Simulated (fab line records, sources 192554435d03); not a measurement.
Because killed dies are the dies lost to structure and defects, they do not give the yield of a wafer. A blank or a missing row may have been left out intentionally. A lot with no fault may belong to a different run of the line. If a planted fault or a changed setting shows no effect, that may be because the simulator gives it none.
Chamber matching | flow n5-finfet | N5_BEOL_M13_ILD_DEP_00 on pecvd-02 has 3 sister chambers
The step deposits SiOC from DEMS/O2, target thk 837.92 nm, time 166.4 s. 16 wafers are shown with their chamber, then 8 later ones without.

WAFERS PAIRED WITH THEIR CHAMBERS
wafer  | chamber | throttle-valve-pct (%) | showerhead-plenum-p-Torr (Torr) | heater-power-w (W)
L074.2 | 0       | 11.2                   | 5.694                           | 436
L074.3 | 0       | 11.6                   | 5.702                           | 350
L074.4 | 1       | 12.2                   | 5.686                           | 493
L077.4 | 2       | 11.5                   | 5.656                           | 365
L077.5 | 0       | 11.6                   | 5.686                           | 452
L077.6 | 1       | 12.4                   | 5.686                           | 469
L080.2 | 0       | 11.7                   | 5.700                           | 444
L080.3 | 1       | 12.2                   | 5.702                           | 485
L080.6 | 2       | 11.2                   | 5.654                           | 297
L081.3 | 0       | 11.9                   | 5.694                           | 452
L081.5 | 1       | 12.4                   | 5.677                           | 401
L081.6 | 0       | 11.5                   | 5.712                           | 356
L086.4 | 1       | 12.5                   | 5.691                           | 392
L086.5 | 2       | 11.5                   | 5.659                           | 337
L086.6 | 0       | 11.7                   | 5.686                           | 449
L090.2 | 2       | 11.7                   | 5.682                           | 317

SIGNATURES (averages over the wafers above)
reading                  | chamber 0 | chamber 1 | chamber 2 | scatter within a chamber
throttle-valve-pct       | 11.600    | 12.340    | 11.475    | 0.192
showerhead-plenum-p-Torr | 5.69629   | 5.68840   | 5.66275   | 0.0102
heater-power-w           | 419.86    | 448.00    | 329.00    | 43.3
Rule: a wafer lies at a distance from a chamber equal to the root of the sum of squares, over the readings, of (its reading less the chamber's mean, divided by the reading's scatter). If the next closest chamber is less than 2 further off than the closest, the wafer can't be placed; otherwise it belongs to the closest. The scatter: take each reading less its chamber's mean, square it, sum over the shown wafers, divide by the number of wafers less the number of chambers, and take the root.

WAFERS WITH NO CHAMBER GIVEN
wafer  | throttle-valve-pct (%) | showerhead-plenum-p-Torr (Torr) | heater-power-w (W)
L090.3 | 12.5                   | 5.696                           | 443
L090.4 | 11.8                   | 5.711                           | 422
L092.1 | 12.4                   | 5.697                           | 469
L092.2 | 11.5                   | 5.675                           | 362
L092.3 | 11.4                   | 5.692                           | 445
L092.4 | 11.5                   | 5.697                           | 362
L092.5 | 12.3                   | 5.696                           | 472
L092.6 | 11.6                   | 5.662                           | 368

WHICH CHAMBER EACH ONE RAN IN
wafer  | from the rows above     | in truth
L090.3 | 1                       | 1
L090.4 | can't be placed: 0 or 1 | 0
L092.1 | 1                       | 1
L092.2 | can't be placed: 2 or 0 | 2
L092.3 | 0                       | 0
L092.4 | 0                       | 0
L092.5 | 1                       | 1
L092.6 | 2                       | 2
6 of 8 placed correctly. Not placeable from these rows: 2 (in 2, the candidates include the true chamber). Number placed wrongly: 0.
